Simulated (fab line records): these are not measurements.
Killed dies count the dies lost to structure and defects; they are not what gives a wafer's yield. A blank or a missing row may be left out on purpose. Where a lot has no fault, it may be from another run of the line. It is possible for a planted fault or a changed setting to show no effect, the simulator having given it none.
fab line records	flow n5_finfet
record: lots: 6	wafers: 16	last_day: 16
route steps=1938 shown BEOL_M2@891 BEOL_M4@1111 PASSIVATION@1936
lots with no fault: from the same line, run without faults
start_h: the number of hours between the record's first day and the start of the first shown wafer of the lot	wait_h: hours from the lot's prior step to this one	" unchanged from the row above	L1.1+2: a row that stands for several wafers	- no value, or no start given	* or withheld: withheld	< > ~ a bound
route shown NAME@n: names a module that has steps shown in the file, with the first one's number in the route	usual: average and standard deviation across the fault-free wafers	same: alike in all rows	chamber/n: place in a boat	sites: each site's reading	_std_site: standard deviation of those values	_edge_site: the outer-site mean with the inner-site mean subtracted	radius_mm: how far each site lies from the wafer's centre	mask NAME#n: copy n	behind: the last tool/chamber to shape the wafer	hold: reason for holding the lot/hours on hold/outcome of the hold	device: names the non-switching transistor (n, p or np)	end of line: tests of these same wafers at the route's end	for a step that has no rows: nothing shown but its recipe	killed: not the wafer's yield, but the dies lost to structure and defects at the first sort	map: dies across one wafer; x = killed, . = not, _ = none there
set.NAME: the run value of the setting; set.NAME@STEP: its run value at that earlier step	model.NAME: the simulator's own value behind a step, which no gauge read
a table for each step, a row for each wafer; lots at some steps of the route
services: when a tool's chamber went out of use (start_h, in hours from the record's first day, below 0 if earlier), for how many hours, and the reason
== steps ==
step: N5_BEOL_M2_ETCH_41
recipe: chemistry: CH3F/O2	target: SiCN	target_depth_a: 299	taper_deg: 2	time_s: 52.5	ion_energy_ev: 120	mask_material: TiN	pressure_mtorr: 30	source_w: 395	bias_w: 75	Ar_flow_sccm: 150	CH3F_flow_sccm: 30	O2_flow_sccm: 20
usual: chamber_pressure_mTorr: 29.993/0.027	drypump_motor_current_A: 5.9/0.5	oes_product_au: 0.81/0.081	rf_vpp_V: 297.3/1.7	showerhead_plenum_p_Torr: 1.99/0.065	throttle_valve_pct: 16.29/0.23
lot.wafer	tool	chamber	start_h	wait_h	chamber_pressure_mTorr	drypump_motor_current_A	oes_product_au	rf_hours_counter_h	rf_vpp_V	showerhead_plenum_p_Torr	throttle_valve_pct
L214.1	rie_diel-06	2	-	-	29.987	6.0	0.74	143	296.4	1.92	16.16
L214.3	"	3	"	"	29.992	4.9	0.82	76	295.4	2.02	16.33
L214.4	"	1	"	"	29.997	5.7	0.76	125	300.9	2.09	16.60
L221.2	rie_diel-06	3	-	-	29.995	4.9	0.81	91	299.7	2.02	16.35
L221.3	"	0	"	"	30.030	6.8	0.79	106	297.1	1.92	16.00
L221.5	"	0	"	"	30.013	6.9	0.78	-	295.8	1.92	16.00
L225.1	rie_diel-06	0	-	-	29.996	6.8	0.77	118	295.0	1.92	16.03
L225.3	"	1	"	"	30.001	5.7	0.74	151	299.5	2.08	16.66
L225.5	"	3	"	"	29.985	4.9	0.79	-	298.7	2.01	16.38
L226.3	rie_diel-04	1	-	-	29.987	5.9	0.93	14	296.1	1.96	16.15
L226.6	"	2	"	"	29.982	5.8	0.82	-	296.2	1.94	16.33
L227.3	rie_diel-04	1	-	-	30.023	5.9	0.93	20	296.1	1.96	16.18
L227.4	"	3	"	"	29.997	6.0	0.83	77	300.0	2.11	16.19
L235.2	rie_diel-04	0	-	-	29.996	6.5	0.91	23	295.3	1.97	16.13
L235.5	"	1	"	"	29.976	6.0	0.88	-	296.9	1.95	16.20
L235.6	"	0	"	"	29.953	6.5	0.91	-	297.0	1.97	16.15
step: N5_BEOL_M2_STRIP_97
recipe: chemistry: N2/H2	time_s: 10	power_w: 450	temp_c: 40	pressure_mtorr: 20	rf_frequency_hz: 6e+07	bias_power_w: 7	n2_flow_sccm: 200	h2_flow_sccm: 200
usual: bias_power_w: 6.999/0.021	chamber_pressure_mTorr: 20.000/0.021	drypump_motor_current_A: 5.9/0.5	n2_flow_sccm: 200.1/0.58	oes_product_au: 0.81/0.08	rf_vpp_V: 59.1/0.93	showerhead_plenum_p_Torr: 2.53/0.084	throttle_valve_pct: 23.69/0.29
lot.wafer	tool	chamber	start_h	wait_h	bias_power_w	chamber_pressure_mTorr	drypump_motor_current_A	n2_flow_sccm	oes_product_au	rf_hours_counter_h	rf_vpp_V	showerhead_plenum_p_Torr	throttle_valve_pct
L214.1	rie_diel-06	2	-	-	6.969	19.983	5.9	199.8	0.74	143	60.2	2.44	23.33
L214.3	"	3	"	"	6.981	19.998	4.9	200.1	0.83	76	60.3	2.58	24.01
L214.4	"	1	"	"	6.995	19.993	5.7	200.4	0.76	125	62.1	2.66	24.07
L221.2	rie_diel-06	3	-	-	7.005	19.997	4.9	199.5	0.80	91	59.2	2.57	24.05
L221.3	"	0	"	"	6.998	20.002	6.9	200.4	0.79	106	59.3	2.45	23.21
L221.5	"	0	"	"	7.001	20.018	6.9	201.5	0.78	-	59.4	2.45	23.20
L225.1	rie_diel-06	0	-	-	6.960	19.973	6.8	199.6	0.78	118	58.7	2.45	23.23
L225.3	"	1	"	"	6.990	19.988	5.7	200.9	0.74	151	59.0	2.65	24.11
L225.5	"	3	"	"	7.002	20.019	4.9	200.6	0.80	-	58.3	2.56	24.05
L226.3	rie_diel-04	1	-	-	6.977	19.985	5.9	200.5	0.93	14	59.0	2.49	23.56
L226.6	"	2	"	"	7.017	20.008	5.8	199.7	0.83	-	60.1	2.46	23.80
L227.3	rie_diel-04	1	-	-	7.007	20.015	6.0	200.7	0.91	20	59.4	2.49	23.55
L227.4	"	3	"	"	7.000	19.993	6.1	199.9	0.81	77	60.7	2.68	23.60
L235.2	rie_diel-04	0	-	-	6.962	20.043	6.5	201.4	0.91	23	58.2	2.48	23.31
L235.5	"	1	"	"	7.011	20.029	6.0	199.7	0.89	-	59.6	2.48	23.60
L235.6	"	0	"	"	7.024	19.981	6.6	200.9	0.92	-	58.4	2.48	23.31
step: N5_BEOL_M2_OCD_MEAS_38
usual: trench_depth_nm: 55.8/0.97
lot.wafer	tool	chamber	start_h	wait_h	trench_depth_nm
L214.1	ocd-02	-	138.02	-	54.5
L214.3	"	-	"	"	55.9
L214.4	"	-	"	"	55.0
L221.2	ocd-02	-	174.17	-	56.3
L221.3	"	-	"	"	54.5
L221.5	"	-	"	"	54.4
L225.1	ocd-02	-	203.01	-	54.8
L225.3	"	-	"	"	55.8
L225.5	"	-	"	"	56.7
L226.3	ocd-01	-	205.30	-	56.2
L226.6	"	-	"	"	55.7
L227.3	ocd-02	-	226.09	-	56.0
L227.4	"	-	"	"	56.6
L235.2	ocd-01	-	268.82	-	57.1
L235.5	"	-	"	"	56.7
L235.6	"	-	"	"	57.3
step: N5_BEOL_M2_HM_STRIP_39
recipe: chemistry: peroxide_tin_strip	material: TiN	target_depth_a: 250	temp_c: 50	time_s: 158
step: N5_BEOL_M2_SRD_40
recipe: time_s: 30	temp_c: 23	rinse_liquid: diw	dry: ipa_marangoni
step: N5_BEOL_M2_PRECLEAN_42
recipe: chemistry: residue_remover	time_s: 60	temp_c: 40
step: N5_BEOL_M2_SRD_43
recipe: time_s: 30	temp_c: 23	rinse_liquid: diw	dry: ipa_marangoni
step: N5_BEOL_M2_CD_MEAS_35
recipe: target_cd_nm: 18	target_cd_y_nm: 22.2	polarity: opening
usual: cd_nm: 18.00/0.26
lot.wafer	tool	chamber	start_h	wait_h	cd_nm
L214.1	cd_sem-02	-	138.18	0.0	17.63
L214.3	"	-	"	"	17.62
L214.4	"	-	"	"	17.39
L221.2	cd_sem-01	-	174.32	0.0	17.91
L221.3	"	-	"	"	17.92
L221.5	"	-	"	"	17.72
L225.1	cd_sem-01	-	203.16	0.0	18.26
L225.3	"	-	"	"	17.93
L225.5	"	-	"	"	18.13
L226.3	cd_sem-02	-	205.47	0.0	17.92
L226.6	"	-	"	"	17.87
L227.3	cd_sem-01	-	226.24	0.0	18.14
L227.4	"	-	"	"	18.27
L235.2	cd_sem-03	-	268.98	0.0	17.62
L235.5	"	-	"	"	18.28
L235.6	"	-	"	"	18.19
step: N5_BEOL_M2_DEGAS_44
recipe: ambient: vacuum	temp_c: 250	time_s: 60
step: N5_BEOL_M2_PRE_CLEAN_45
recipe: gas: H2/He	time_s: 30	temp_c: 250
usual: heater_power_w: 343/34
lot.wafer	tool	chamber	start_h	wait_h	heater_power_w
L214.1	pvd_sputter-01	-	138.43	0.0	381
L214.3	"	-	"	"	284
L214.4	"	-	"	"	381
L221.2	pvd_sputter-02	-	174.90	0.0	297
L221.3	"	-	"	"	367
L221.5	"	-	"	"	369
L225.1	pvd_sputter-02	-	203.37	0.0	320
L225.3	"	-	"	"	302
L225.5	"	-	"	"	347
L226.3	pvd_sputter-03	-	205.79	0.0	347
L226.6	"	-	"	"	312
L227.3	pvd_sputter-02	-	226.69	0.0	326
L227.4	"	-	"	"	396
L235.2	pvd_sputter-03	-	269.23	0.0	351
L235.5	"	-	"	"	356
L235.6	"	-	"	"	379
step: N5_BEOL_M2_ALD_84
recipe: material: TaN	target_thk_a: *	temp_c: 275	ald_precursor_family: PDMAT	ald_co_reactant: NH3	pressure_torr: 3	carrier_flow_sccm: 1500	pulse_time_s: 2	purge_time_s: 3	co_reactant_purge_time_s: 2	co_reactant_pulse_time_s: 3	ald_cycles: 30	precursor_vessel_temp_c: 75	precursor_vessel_pressure_torr: 26.25	precursor_vessel_carrier_sccm: 1000
usual: chamber_pressure_Torr: 3.001/0.0059	heater_power_w: 434/54
lot.wafer	tool	chamber	start_h	wait_h	chamber_pressure_Torr	heater_power_w
L214.1	ald_metal-04	2	138.49	0.0	3.004	488
L214.3	"	0	"	"	3.006	395
L214.4	"	3	"	"	3.004	485
L221.2	ald_metal-04	1	175.19	0.3	2.998	498
L221.3	"	3	"	"	3.010	487
L221.5	"	2	"	"	3.014	490
L225.1	ald_metal-04	2	203.45	0.1	3.006	484
L225.3	"	1	"	"	3.010	506
L225.5	"	3	"	"	2.993	485
L226.3	ald_metal-03	3	205.85	0.0	2.993	323
L226.6	"	0	"	"	3.007	373
L227.3	ald_metal-04	3	226.77	0.1	2.997	477
L227.4	"	0	"	"	3.001	405
L235.2	ald_metal-02	2	269.29	0.0	2.993	427
L235.5	"	0	"	"	2.998	424
L235.6	"	3	"	"	2.996	399
step: N5_BEOL_M2_SURFACE_TREAT_85
recipe: gas: Ar	time_s: *	ion_energy_ev: *	ion_current_ma_cm2: 0.5	pressure_mtorr: *	ar_flow_sccm: 30
usual: pressure_mtorr: *	throttle_valve_pct: *
lot.wafer	tool	chamber	start_h	wait_h	pressure_mtorr	throttle_valve_pct
L214.1	pvd_sputter-03	-	139.01	0.4	*	*
L214.3	"	-	"	"	*	*
L214.4	"	-	"	"	*	*
L221.2	pvd_sputter-03	-	175.42	0.1	*	*
L221.3	"	-	"	"	*	*
L221.5	"	-	"	"	*	*
L225.1	pvd_sputter-01	-	204.00	0.4	*	*
L225.3	"	-	"	"	*	*
L225.5	"	-	"	"	*	*
L226.3	pvd_sputter-01	-	206.30	0.4	*	*
L226.6	"	-	"	"	*	*
L227.3	pvd_sputter-02	-	227.09	0.2	*	*
L227.4	"	-	"	"	*	*
L235.2	pvd_sputter-01	-	269.52	0.1	*	*
L235.5	"	-	"	"	*	*
L235.6	"	-	"	"	*	*
step: N5_BEOL_M2_CVD_47
recipe: material: Co	target_thk_a: 30	temp_c: withheld	precursor: CCTBA/H2	pressure_torr: 30	time_s: 223.8
usual: chamber_pressure_Torr: 30.01/0.071	run_length_s: 247.0/0.42
lot.wafer	tool	chamber	start_h	wait_h	chamber_pressure_Torr	run_length_s
L214.1	cvd_co-01	2	139.08	0.1	29.93	247.1
L214.3	"	0	"	"	30.07	247.9
L214.4	"	1	"	"	30.13	247.0
L221.2	cvd_co-02	2	175.71	0.3	29.95	247.7
L221.3	"	0	"	"	29.86	246.7
L221.5	"	2	"	"	29.96	247.2
L225.1	cvd_co-01	1	204.28	0.3	30.02	247.4
L225.3	"	0	"	"	30.04	247.3
L225.5	"	2	"	"	29.97	247.4
L226.3	cvd_co-01	1	206.36	0.0	30.00	244.9
L226.6	"	1	"	"	30.05	247.2
L227.3	cvd_co-01	1	227.15	0.0	29.98	245.0
L227.4	"	0	"	"	29.91	247.4
L235.2	cvd_co-02	0	269.72	0.2	30.01	247.0
L235.5	"	0	"	"	29.94	246.7
L235.6	"	1	"	"	29.95	246.7
step: N5_BEOL_M2_SPUTTER_48
recipe: material: Cu	target_thk_a: 45	temp_c: -20	chamber_pressure_pa: 0.07	power_w: withheld	time_s: 8.29
step: N5_BEOL_M4_RC_MEAS_101
usual: DIBL_N: 36.3/1	DIBL_P: 36.2/1.4	IOFF_N: 0.157/0.021	IOFF_P: 0.206/0.025	ION_N: 673/9	ION_P: 461/6.4	SS_N: 71.5/0.5	SS_P: 73.2/0.47	VT_N: 249.9/2.4	VT_P: -250.6/2.9
lot.wafer	tool	chamber	start_h	wait_h	DIBL_N[mV/V]	DIBL_P[mV/V]	IOFF_N[nA/um]	IOFF_P[nA/um]	ION_N[uA/um]	ION_P[uA/um]	SS_N[mV/dec]	SS_P[mV/dec]	VT_N[mV]	VT_P[mV]
L214.1	prober-01	0	168.10	0.0	35.9	36.1	0.139	0.178	662	456	71.5	73.0	249.5	-254.4
L214.3	"	0	"	"	36.2	36.0	0.142	0.190	675	461	71.3	72.7	249.2	-254.6
L214.4	"	0	"	"	35.8	35.3	0.131	0.169	663	453	71.9	72.6	251.9	-255.3
L221.2	prober-01	0	205.92	0.2	35.4	36.7	0.171	0.242	685	475	71.3	73.3	246.4	-247.5
L221.3	"	0	"	"	35.2	36.4	0.175	0.233	681	466	71.3	73.0	248.7	-247.1
L221.5	"	0	"	"	36.5	37.6	0.194	0.253	675	463	73.0	73.9	245.6	-245.2
L225.1	prober-01	0	233.89	0.0	36.4	36.5	0.167	0.216	683	464	71.9	72.3	247.8	-248.5
L225.3	"	0	"	"	35.2	35.3	0.140	0.192	667	462	71.3	73.0	250.2	-251.0
L225.5	"	0	"	"	37.2	37.3	0.179	0.237	681	470	71.3	73.4	247.5	-245.6
L226.3	prober-02	0	237.44	0.3	38.8	39.5	0.204	0.247	677	460	72.6	74.1	248.8	-250.0
L226.6	"	0	"	"	36.1	36.1	0.147	0.190	677	464	72.6	72.7	251.3	-252.7
L227.3	prober-01	0	247.49	0.3	36.0	35.7	0.155	0.204	667	454	71.0	73.5	251.8	-250.8
L227.4	"	0	"	"	37.6	37.8	0.190	0.232	675	455	72.0	73.8	250.0	-248.7
L235.2	prober-01	0	289.31	0.2	37.5	36.1	0.166	0.236	683	470	72.1	72.6	248.3	-246.5
L235.5	"	0	"	"	37.4	35.7	0.164	0.234	678	463	71.5	73.8	250.8	-245.9
L235.6	"	0	"	"	36.6	35.1	0.152	0.210	675	463	70.4	73.3	249.1	-250.4
step: N5_PASSIVATION_PROBE_49
usual: defect_limited_yield: 91.1/1.3	killed_at_M0_to_M3: 36/10	killed_at_M4_up: 14/4.4	killed_at_contacts: 14/5.7	killed_at_front_end: 39/9.4	killed_at_other: 2.9/2.6	killed_dies: 105/15	killed_open: 70/12	killed_short: 34/7.1	sort_bin_5_function: 5.3/0.77	sort_bin_6_memory: 3.3/0.66	sort_n_pass: 1075/15	sort_yield_pct: 91.1/1.3
same: gross_dies: 1180	killed_at_back_side: 0	sort_bin_4_leakage[%]: 0	sort_bin_8_speed[%]: 0
lot.wafer	tool	chamber	start_h	wait_h	defect_limited_yield[%]	killed_at_M0_to_M3	killed_at_M4_up	killed_at_contacts	killed_at_front_end	killed_at_other	killed_dies	killed_open	killed_short	sort_bin_5_function[%]	sort_bin_6_memory[%]	sort_n_pass	sort_yield_pct[%]
L227.3	prober-01	-	345.74	0.1	90.3	48	11	13	39	4	115	68	44	5.7	3.1	1065	90.3
L227.4	prober-01	-	345.79	0.2	91.8	38	14	14	27	4	97	63	32	4.8	3.2	1083	91.8
killed by level:class
L227.3 FIN_SAQP:geometric_particle:short=10 BEOL_M0_SAQP:geometric_particle:open=9 BEOL_M1:geometric_particle:open=9 MOL_CONTACT_COAG:geometric_particle:open=8 BEOL_M0_SAQP:geometric_particle:short=8 BEOL_M3:geometric_particle:open=8 STI_FIN_REVEAL:geometric_particle:open=6 BEOL_M2:geometric_particle:open=6
L227.4 MOL_CONTACT_COAG:geometric_particle:open=11 BEOL_M3:geometric_particle:open=9 BEOL_M0_SAQP:geometric_particle:short=8 BEOL_M4:geometric_particle:open=8 BEOL_M0_SAQP:geometric_particle:open=7 BEOL_M1:geometric_particle:open=6 FIN_SAQP:geometric_particle:open=4 BEOL_M1:geometric_particle:short=4
== services ==
tool	chamber	start_h	hours	kind
cvd_co-01	1	114.67	-	clean
cvd_co-01	1	114.67	22.0	scheduled_down
cvd_co-01	1	114.67	22.0	vent_cycle
pvd_sputter-02	-	125.20	3.7	repair
cvd_co-02	0	128.78	10.8	repair
rie_diel-04	1	151.30	-	clean
rie_diel-04	1	151.30	-	consumable_replace:focus_ring
rie_diel-04	1	151.30	20.6	scheduled_down
rie_diel-04	1	151.30	20.6	vent_cycle
rie_diel-06	2	154.30	2.7	repair
cvd_co-02	2	164.82	8.4	repair
rie_diel-04	0	191.11	-	clean
rie_diel-04	0	191.11	-	consumable_replace:focus_ring
rie_diel-04	0	191.11	17.0	scheduled_down
rie_diel-04	0	191.11	17.0	vent_cycle
ald_metal-03	1	197.08	2.4	repair
ald_metal-02	-	201.78	6.0	pm
rie_diel-04	1	209.25	5.5	repair
ald_metal-02	0	223.66	15.9	repair
rie_diel-04	0	234.06	1.5	repair
cvd_co-01	0	240.44	2.5	repair
== key ==
first_sign: step: N5_BEOL_M2_CVD_47	reading: run_length_s	direction: down	sigmas: 5	usual: *	struck: *
effect none on later readings
met_at N5_BEOL_M2_CVD_47
struck_wafers L226.3,L227.3
onset_between 204.28 206.36
fault: kind: process_parameter_drift	tool: cvd_co-01	chamber: -	onset_h: 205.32	steps: N5_BEOL_M2_CVD_47	channel: time_s	offset: *	shape: step	end_h: 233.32	scope: struck_wafers_only	acts_in: *	stated: *
